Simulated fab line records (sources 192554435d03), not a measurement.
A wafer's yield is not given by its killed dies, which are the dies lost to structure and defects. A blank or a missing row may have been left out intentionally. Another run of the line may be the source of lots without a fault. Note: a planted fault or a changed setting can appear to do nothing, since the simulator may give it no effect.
fab line records	flow n5Finfet
[record] lots = 5	wafers = 15	lastDay = 17
route steps=1938 shown FIN_SAQP@92 BEOL_M4@1111 PASSIVATION@1936
lots untouched by any fault: they come from a run of this same line in which no faults occurred
startH: hours from the record's opening day to when the first of the lot's shown wafers began	waitH: how many hours have passed since the lot's step before this one	" repeats the value in the row above	L1.1+2: several wafers, shown together as one row	- no value, or no start given	* or withheld: withheld	< > ~ a bound
route shown NAME@n: NAME is a module with steps in the file, n the number in the route of the first one	usual: mean and standard deviation over wafers with no fault	same: alike in all rows	chamber/n: place in a boat	sites: readings site by site	_std_site: standard deviation of those values	_edge_site: mean of outer sites minus mean of inner sites	radiusMm: how far each site lies from the wafer's centre	mask NAME#n: copy n	behind: the tool/chamber that last shaped the wafer	hold: reason for holding the lot/hours on hold/outcome of the hold	device: names the non-switching transistor (n, p or np)	end of line: tests run on the same wafers once the route is complete	step lacking rows: just its recipe	killed: not the wafer's yield, but the dies lost to structure and defects at the first sort	map: dies across one wafer; x = killed, . = not, _ = none there
set.NAME: the run value of the setting; set.NAME@STEP: its run value at that earlier step	model.NAME: the simulator's own value behind a step, which no gauge read
certain route steps with their lots: each step a table, each wafer a row
services: when a tool's chamber went out of use (startH, in hours from the record's first day, below 0 if earlier), for how many hours, and the reason
[[steps]]
[step N5_FIN_SAQP_PRECLEAN_44]
[recipe] chemistry = SC2	timeS = 45	tempC = 35	mix = 1:1:50
[step N5_FIN_SAQP_SRD_01]
[recipe] dry = ipaMarangoni	timeS = 30	tempC = 23	rinseLiquid = diw
[step N5_FIN_SAQP_ALD_61]
[recipe] material = SiO2	targetThkA = 40	tempC = 300	aldPrecursorFamily = BDEAS	aldCoReactant = O2-plasma	pulseTimeS = 1	purgeTimeS = 2	coReactantPurgeTimeS = 2	aldCycles = 43	pressureTorr = 2
[step N5_FIN_SAQP_DENSIFY_62]
[recipe] tempC = 700	timeS = 60	ambient = N2	idleTempC = 600	rampUpCPerS = 150	rampDownCPerS = 60	coolToC = 600
[step N5_FIN_SAQP_HM_DEP_03]
[recipe] material = SiNx	targetThkA = 380	tempC = 400	precursor = SiH4/NH3/N2	pressureTorr = 1.5	rfW = 300	timeS = 33.6
[step N5_FIN_SAQP_PECVD_47]
[recipe] material = a-Si	targetThkA = 450	tempC = 400	precursor = SiH4/He	pressureTorr = 3	rfW = 100	timeS = 36.3
[step N5_FIN_SAQP_PECVD_48]
[recipe] material = SiNx	targetThkA = 250	tempC = 400	precursor = SiH4/NH3/N2	pressureTorr = 1.5	rfW = 300	timeS = 22.1
[step N5_FIN_SAQP_PECVD_06]
[recipe] material = a-Si	targetThkA = 600	tempC = 400	precursor = SiH4/He	pressureTorr = 3	rfW = 100	timeS = 48.1
[step N5_FIN_SAQP_HM_DEP_72]
[recipe] material = SiO2	targetThkA = 120	tempC = 400	precursor = SiH4/N2O	pressureTorr = 0.75	rfW = 275	timeS = 7.2
[step N5_FIN_SAQP_COAT_49]
[recipe] resist = SOC	tempC = 250	timeS = 60	spinRpm = 1500	resistThkNm = 100
[step N5_FIN_SAQP_COAT_50]
[recipe] resist = SiARC	tempC = 220	timeS = 60	spinRpm = 1500	resistThkNm = 35
[usual] spinSpeedRpm = 1500.0/1.1
[same] timeS = 60
lot.wafer	tool	chamber	startH	waitH	spinSpeedRpm	model.SiARC_of_FIN_SAQP_COAT_50.thkNm
L879.1	lithoTrack-01	0	28.29	-	1499.5	35.02
L879.3	"	0	"	"	1499.8	34.91
L879.4	"	0	"	"	1499.4	34.99
L881.1	lithoTrack-01	0	39.12	-	1500.1	34.88
L881.2	"	0	"	"	1500.5	34.87
L881.4	"	0	"	"	1499.9	34.96
L894.1	lithoTrack-01	0	119.04	-	1423.3	36.02
L894.2	"	0	"	"	1424.3	36.06
L894.5	"	0	"	"	1423.9	36.01
L895.1	lithoTrack-01	0	123.30	-	1425.7	35.85
L895.4	"	0	"	"	1424.7	35.82
L895.6	"	0	"	"	1425.3	35.95
L898.2	lithoTrack-01	0	141.62	-	1425.9	35.92
L898.4	"	0	"	"	1427.0	35.82
L898.6	"	0	"	"	1426.9	35.87
[step N5_FIN_SAQP_COAT_10]
[recipe] resist = CAR-ArF	spinRpm = 1500	resistThkNm = 90
[step N5_FIN_SAQP_EBR_12]
[recipe] solvent = PGMEA	ebrWidthMm = 1.5
[step N5_FIN_SAQP_SOFTBAKE_11]
[recipe] tempC = 110	timeS = 60	resist = CAR-ArF
[step N5_FIN_SAQP_EXPOSE_13]
[recipe] maskId = FIN_CORE	na = 1.35	sourceShape = dipole	sigmaInner = 0.538	sigmaOuter = 0.738	polarization = te	targetCdNm = 35.6	doseMj = 63.25
[step N5_FIN_SAQP_PEB_14]
[recipe] pebTempC = withheld	pebTimeS = 60	resist = CAR-ArF
[step N5_FIN_SAQP_DEVELOP_15]
[recipe] developTimeS = 30	developer = TMAH	resist = CAR-ArF	devTempC = 23	rinseLiquid = diw	dry = airSpin
[step N5_FIN_SAQP_DESCUM_21]
[recipe] chemistry = O2	timeS = 7.9	sourcePowerW = 50	biasPowerW = 20	pressureMtorr = 20	rfFrequencyHz = 2.712e+07	tempC = 40	resist = CAR-ArF	o2FlowSccm = 225
[step N5_FIN_SAQP_ETCH_51]
[recipe] chemistry = CF4	target = SiARC	targetDepthA = 455	maskMaterial = CAR-ArF	timeS = 75.8	ionEnergyEv = 80	pressureMtorr = 40	sourceW = 545	biasW = 36	Ar_flow_sccm = 100	cf4FlowSccm = 100	ends = cleared
[usual] drypumpMotorCurrentA = 5.8/0.41	etchRfOnTimeS = 75.7/1.7	oesProductAu = 0.68/0.086	rfVppV = 184.2/1.1	showerheadPlenumPTorr = 2.15/0.07	throttleValvePct = 15.55/0.19
lot.wafer	tool	chamber	startH	waitH	drypumpMotorCurrentA	etchRfOnTimeS	oesProductAu	rfHoursCounterH	rfVppV	showerheadPlenumPTorr	throttleValvePct	model.etch.depthNm	model.CAR-ArF_of_FIN_SAQP_COAT_10.thkNm
L879.1	rieDiel-02	1	28.79	0.0	5.6	73.1	0.63	180	182.8	2.04	15.61	35.02	50.77
L879.3	"	0	"	"	6.0	73.3	0.85	4	185.9	2.19	15.32	34.91	50.97
L879.4	"	3	"	"	6.3	77.0	0.64	155	186.0	2.22	15.33	34.99	50.85
L881.1	rieDiel-03	1	39.62	0.0	6.2	78.2	0.60	226	184.6	2.20	15.83	34.88	50.77
L881.2	"	2	"	"	4.8	74.1	0.62	215	184.8	2.12	15.80	34.87	50.99
L881.4	"	3	"	"	6.1	75.9	0.83	2	185.6	2.19	15.42	34.96	51.01
L894.1	rieDiel-02	1	119.65	0.0	5.6	76.5	0.60	214	182.8	2.03	15.70	36.02	50.41
L894.2	"	0	"	"	5.9	76.1	0.79	29	185.4	2.18	15.35	36.06	50.63
L894.5	"	0	"	"	5.9	77.1	0.79	-	183.9	2.18	15.36	36.01	50.59
L895.1	rieDiel-03	0	124.13	0.0	5.8	81.6	0.56	256	184.4	2.12	15.84	35.85	50.34
L895.4	"	3	"	"	6.1	78.4	0.75	-	186.1	2.17	15.48	35.82	50.67
L895.6	"	2	"	"	4.8	77.5	0.59	-	185.2	2.11	15.90	35.95	49.95
L898.2	rieDiel-02	0	142.33	0.0	5.9	76.3	0.76	39	183.9	2.18	15.39	35.92	50.42
L898.4	"	1	"	"	5.6	76.0	0.60	224	181.6	2.03	15.71	35.82	50.4
L898.6	"	0	"	"	5.9	76.5	0.77	-	185.8	2.18	15.39	35.87	50.51
[step N5_FIN_SAQP_ETCH_52]
[recipe] chemistry = N2/H2	target = SOC	targetDepthA = 1000	overetchA = 200	maskMaterial = SiARC	tempC = 40	timeS = 150	ionEnergyEv = 200	pressureMtorr = 30	sourceW = 840	biasW = 150	n2FlowSccm = 200	h2FlowSccm = 200	ends = endPoint
[usual] drypumpMotorCurrentA = 5.8/0.41	oesProductAu = 0.71/0.085	rfVppV = 524.1/2.5	showerheadPlenumPTorr = 2.55/0.085	throttleValvePct = 17.77/0.19
lot.wafer	tool	chamber	startH	waitH	drypumpMotorCurrentA	oesProductAu	rfHoursCounterH	rfVppV	showerheadPlenumPTorr	throttleValvePct	model.SiARC_of_FIN_SAQP_COAT_50.thkNm
L879.1	rieDiel-02	1	28.85	0.0	5.6	0.65	180	520.3	2.42	17.71	28.98
L879.3	"	0	"	"	5.9	0.88	4	526.4	2.59	17.53	28.63
L879.4	"	3	"	"	6.3	0.67	155	527.2	2.66	17.56	29.18
L881.1	rieDiel-03	1	39.68	0.0	6.2	0.64	226	525.1	2.62	18.09	29.33
L881.2	"	2	"	"	4.8	0.65	215	524.4	2.51	17.92	28.85
L881.4	"	3	"	"	6.1	0.87	2	525.3	2.60	17.62	28.97
L894.1	rieDiel-02	1	119.70	0.0	5.6	0.62	214	519.2	2.41	17.74	29.95
L894.2	"	0	"	"	5.9	0.82	29	524.3	2.58	17.60	29.77
L894.5	"	0	"	"	5.9	0.81	-	526.4	2.58	17.60	29.73
L895.1	rieDiel-03	0	124.19	0.0	5.8	0.61	256	521.4	2.50	18.15	30.07
L895.4	"	3	"	"	6.1	0.79	-	525.8	2.59	17.70	29.81
L895.6	"	2	"	"	4.8	0.62	-	524.3	2.49	17.98	29.88
L898.2	rieDiel-02	0	142.39	0.0	5.9	0.80	39	525.1	2.58	17.63	29.62
L898.4	"	1	"	"	5.6	0.62	224	520.4	2.40	17.78	29.82
L898.6	"	0	"	"	5.9	0.80	-	524.7	2.58	17.62	29.62
[step N5_FIN_SAQP_STRIP_53]
[recipe] chemistry = N2/H2	tempC = 40	n2FlowSccm = 200	h2FlowSccm = 200	rfFrequencyHz = 6e+07
[step N5_BEOL_M4_RC_MEAS_101]
[usual] DIBL_N = 36.0/1.7	DIBL_P = 35.8/2	IOFF_N = 0.15/0.03	IOFF_P = 0.20/0.037	ION_N = 670/12	ION_P = 460/7.2	SS_N = 71.5/0.68	SS_P = 73.2/0.65	VT_N = 250/3.1	VT_P = -251/3.4
lot.wafer	tool	chamber	startH	waitH	DIBL_N[mV/V]	DIBL_P[mV/V]	IOFF_N[nA/um]	IOFF_P[nA/um]	ION_N[uA/um]	ION_P[uA/um]	SS_N[mV/dec]	SS_P[mV/dec]	VT_N[mV]	VT_P[mV]
L879.1	prober-01	0	175.47	0.0	36.5	34.6	0.14	0.19	664	451	72.2	73.3	252	-254
L879.3	"	0	"	"	33.3	31.9	0.10	0.16	652	456	70.6	72.2	256	-255
L879.4	"	0	"	"	35.3	34.9	0.14	0.20	683	471	71.2	72.7	250	-250
L881.1	prober-02	0	177.42	0.0	37.9	37.1	0.17	0.22	682	463	72.1	73.1	250	-249
L881.2	"	0	"	"	36.6	36.4	0.15	0.22	675	463	70.4	72.6	252	-248
L881.4	"	0	"	"	32.9	31.0	0.09	0.14	638	444	71.2	71.2	258	-255
L894.1	prober-01	0	265.91	0.0	35.6	35.1	0.14	0.18	663	456	71.6	72.6	254	-253
L894.2	"	0	"	"	35.8	35.0	0.15	0.17	677	455	70.8	73.5	250	-254
L894.5	"	0	"	"	34.4	33.4	0.13	0.16	659	453	70.7	72.2	253	-255
L895.1	prober-02	0	281.94	0.0	33.0	31.7	0.11	0.16	661	464	70.7	71.9	253	-251
L895.4	"	0	"	"	34.2	32.2	0.12	0.16	659	452	70.9	72.3	256	-252
L895.6	"	0	"	"	34.5	33.0	0.12	0.18	661	463	71.3	72.0	254	-250
L898.2	prober-02	0	299.25	0.2	34.0	33.3	0.12	0.18	663	460	71.1	73.0	257	-253
L898.4	"	0	"	"	37.0	36.0	0.17	0.21	681	465	71.7	72.9	249	-254
L898.6	"	0	"	"	35.8	35.1	0.14	0.19	661	457	71.2	72.5	254	-254
[step N5_PASSIVATION_PROBE_49]
[usual] defectLimitedYield = 91.4/1.5	killed_at_M0_to_M3 = 32/9.8	killed_at_M4_up = 15/5.6	killedAtContacts = 12/5.4	killedAtFrontEnd = 40/13	killedAtOther = 3.0/2.1	killedDies = 102/17	killedOnRim = 14/4.4	killedOpen = 67/13	killedShort = 32/7.1	sort_bin_5_function = 5.1/0.96	sort_bin_6_memory = 3.2/0.7	sort_bin_8_speed = 0.0/0.3	sortNPass = 1078/18	sortYieldPct = 91.3/1.5
[same] grossDies = 1180	killedAtBackSide = 0	sort_bin_4_leakage[%] = 0
lot.wafer	tool	chamber	startH	waitH	defectLimitedYield[%]	killed_at_M0_to_M3	killed_at_M4_up	killedAtContacts	killedAtFrontEnd	killedAtOther	killedDies	killedOnRim	killedOpen	killedShort	sort_bin_5_function[%]	sort_bin_6_memory[%]	sort_bin_8_speed[%]	sortNPass	sortYieldPct[%]
L879.1	prober-02	-	289.45	0.0	90.7	36	26	8	39	1	110	12	70	38	5.6	3.4	0	1070	90.7
L879.3	prober-02	-	289.55	0.1	89.7	42	15	9	54	2	122	7	90	28	5.9	3.9	0	1058	89.7
L879.4	prober-02	-	289.60	0.2	89.3	50	10	18	47	1	126	13	78	45	6.4	3.6	0	1054	89.3
L894.1	prober-02	-	369.80	0.0	90.4	38	9	22	42	2	113	19	74	38	5.3	4.2	0	1067	90.4
L894.2	prober-02	-	369.85	0.1	89.2	39	16	7	61	4	127	22	85	38	6.0	4.3	0	1053	89.2
L894.5	prober-02	-	370.00	0.2	90.9	37	9	20	37	4	107	19	69	32	5.0	3.3	0	1073	90.9
L895.1	prober-02	-	393.83	0.0	92.6	31	13	13	27	3	87	18	60	23	4.1	2.8	0	1093	92.6
L895.4	prober-02	-	393.98	0.2	93.9	22	11	9	27	3	72	8	55	14	4.2	1.6	0	1108	93.9
L895.6	prober-02	-	394.08	0.3	91.9	31	14	15	32	3	95	19	59	30	4.2	2.9	0	1085	91.9
L898.2	prober-01	-	404.06	0.1	92.3	22	20	9	39	1	91	21	56	29	4.2	3.1	0	1089	92.3
L898.4	prober-01	-	404.16	0.2	91.0	36	17	17	33	3	106	16	81	24	4.9	3.8	0	1074	91.0
L898.6	prober-01	-	404.26	0.3	90.7	43	14	12	37	4	110	14	68	39	5.5	3.3	0	1070	90.7
// killed by level:class
L879.1 BEOL_M0_SAQP:geometricParticle:short=12 BEOL_M4:geometricParticle:open=8 BEOL_M5:geometricParticle:open=8 FIN_SAQP:geometricParticle:open=7 BEOL_M0_SAQP:geometricParticle:open=7 FIN_SAQP:geometricParticle:short=6 DUMMY_GATE:geometricParticle:open=6 STI_FIN_REVEAL:geometricParticle:open=5
L879.3 STI_FIN_REVEAL:geometricParticle:open=20 BEOL_M0_SAQP:geometricParticle:open=18 FIN_SAQP:geometricParticle:open=9 DUMMY_GATE:geometricParticle:open=9 FIN_SAQP:geometricParticle:short=7 BEOL_M3:geometricParticle:open=7 BEOL_M0_SAQP:geometricParticle:short=6 BEOL_M2:geometricParticle:open=6
L879.4 BEOL_M0_SAQP:geometricParticle:open=17 FIN_SAQP:geometricParticle:short=13 MOL_CONTACT_COAG:geometricParticle:open=13 BEOL_M2:geometricParticle:open=10 STI_FIN_REVEAL:geometricParticle:open=7 BEOL_M0_SAQP:geometricParticle:short=7 FIN_SAQP:geometricParticle:open=6 BEOL_M4:geometricParticle:open=5
L894.1 MOL_CONTACT_COAG:geometricParticle:open=18 STI_FIN_REVEAL:geometricParticle:open=14 BEOL_M0_SAQP:geometricParticle:open=11 BEOL_M0_SAQP:geometricParticle:short=11 FIN_SAQP:geometricParticle:short=10 BEOL_M1:geometricParticle:open=6 FIN_SAQP:geometricParticle:open=5 STARTING-WAFER:geometricParticle:open=4
L894.2 STI_FIN_REVEAL:geometricParticle:open=23 BEOL_M0_SAQP:geometricParticle:open=10 FIN_SAQP:geometricParticle:open=9 BEOL_M2:geometricParticle:open=9 STI_FIN_REVEAL:geometricParticle:short=7 BEOL_M0_SAQP:geometricParticle:short=7 FIN_SAQP:geometricParticle:short=6 MOL_CONTACT_COAG:geometricParticle:open=6
L894.5 MOL_CONTACT_COAG:geometricParticle:open=17 STI_FIN_REVEAL:geometricParticle:open=13 BEOL_M0_SAQP:geometricParticle:short=9 BEOL_M1:geometricParticle:open=8 BEOL_M2:geometricParticle:open=7 FIN_SAQP:geometricParticle:open=5 HKMG_FIN:areaEtch=5 GATE_CUT:geometricParticle:short=4
L895.1 BEOL_M2:geometricParticle:open=13 MOL_CONTACT_COAG:geometricParticle:open=8 STI_FIN_REVEAL:geometricParticle:open=6 BEOL_M1:geometricParticle:open=6 MOL_CONTACT_COAG:geometricParticle:short=5 ILD0:geometricParticle:open=4 BEOL_M5:geometricParticle:open=4 HKMG_FIN:areaEtch=4
L895.4 BEOL_M2:geometricParticle:open=11 MOL_CONTACT_COAG:geometricParticle:open=8 DUMMY_GATE:geometricParticle:open=6 BEOL_M5:geometricParticle:open=5 FIN_SAQP:geometricParticle:open=4 BEOL_M0_SAQP:geometricParticle:open=4 STI_FIN_REVEAL:geometricParticle:open=3 FIN_SAQP:geometricParticle:short=2
L895.6 MOL_CONTACT_COAG:geometricParticle:open=15 BEOL_M2:geometricParticle:open=9 FIN_SAQP:geometricParticle:short=7 STI_FIN_REVEAL:geometricParticle:open=5 BEOL_M0_SAQP:geometricParticle:short=5 BEOL_M2:geometricParticle:short=5 BEOL_M0_SAQP:geometricParticle:open=4 BEOL_M1:geometricParticle:open=4
L898.2 BEOL_M4:geometricParticle:open=9 MOL_CONTACT_COAG:geometricParticle:open=8 STARTING-WAFER:geometricParticle:open=6 FIN_SAQP:geometricParticle:open=5 DUMMY_GATE:geometricParticle:open=5 BEOL_M0_SAQP:geometricParticle:short=5 BEOL_M3:geometricParticle:open=5 BEOL_M4:geometricParticle:short=5
L898.4 BEOL_M0_SAQP:geometricParticle:open=16 MOL_CONTACT_COAG:geometricParticle:open=16 STI_FIN_REVEAL:geometricParticle:open=11 DUMMY_GATE:geometricParticle:open=6 BEOL_M4:geometricParticle:open=6 BEOL_M2:geometricParticle:open=5 BEOL_M0:geometricParticle:open=5 BEOL_M5:geometricParticle:open=4
L898.6 BEOL_M0_SAQP:geometricParticle:short=12 FIN_SAQP:geometricParticle:short=11 BEOL_M0_SAQP:geometricParticle:open=9 FIN_SAQP:geometricParticle:open=8 MOL_CONTACT_COAG:geometricParticle:open=8 BEOL_M3:geometricParticle:open=8 BEOL_M2:geometricParticle:open=7 BEOL_M4:geometricParticle:open=6
[[services]]
tool	chamber	startH	hours	kind
rieDiel-03	3	15.72	-	clean
rieDiel-03	3	15.72	-	consumableReplace:focusRing
rieDiel-03	3	15.72	13.9	scheduledDown
rieDiel-03	3	15.72	13.9	ventCycle
rieDiel-02	-	34.89	0.7	repair
rieDiel-02	1	56.93	4.6	repair
rieDiel-03	0	57.56	11.0	repair
rieDiel-02	0	91.45	11.1	repair
rieDiel-02	3	99.64	9.0	repair
rieDiel-03	1	103.52	-	clean
rieDiel-03	1	103.52	-	consumableReplace:esc
rieDiel-03	1	103.52	-	consumableReplace:focusRing
rieDiel-03	1	103.52	35.4	scheduledDown
rieDiel-03	1	103.52	35.4	ventCycle
rieDiel-02	3	117.67	8.6	repair
rieDiel-03	0	138.96	-	clean
rieDiel-03	0	138.96	-	consumableReplace:focusRing
rieDiel-03	0	138.96	29.5	scheduledDown
rieDiel-03	0	138.96	29.5	ventCycle
[[key]]
[firstSign] step = N5_FIN_SAQP_COAT_50	reading = spinSpeedRpm	direction = down	sigmas = 68	usual = *	struck = *
effect none on later readings
[modelEffect] step = N5_FIN_SAQP_COAT_50	value = SiARC_of_FIN_SAQP_COAT_50.thkNm	without = 35.03	struck = 35.92
[modelEffect] step = N5_FIN_SAQP_ETCH_51	value = etch.depthNm	without = 35.03	struck = 35.92
[modelEffect] step = N5_FIN_SAQP_ETCH_52	value = SiARC_of_FIN_SAQP_COAT_50.thkNm	without = 28.91	struck = 29.81
metAt N5_FIN_SAQP_COAT_50
struckWafers L894.1,L894.2,L894.5,L895.1,L895.4,L895.6,L898.2,L898.4,L898.6
onsetBetween 39.12 119.04
[fault] kind = processParameterDrift	tool = lithoTrack-01	chamber = -	onsetH = 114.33	steps = N5_FIN_SAQP_COAT_50	channel = spinRpm	offset = *	shape = step	endH = 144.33	actsIn = *	stated = *
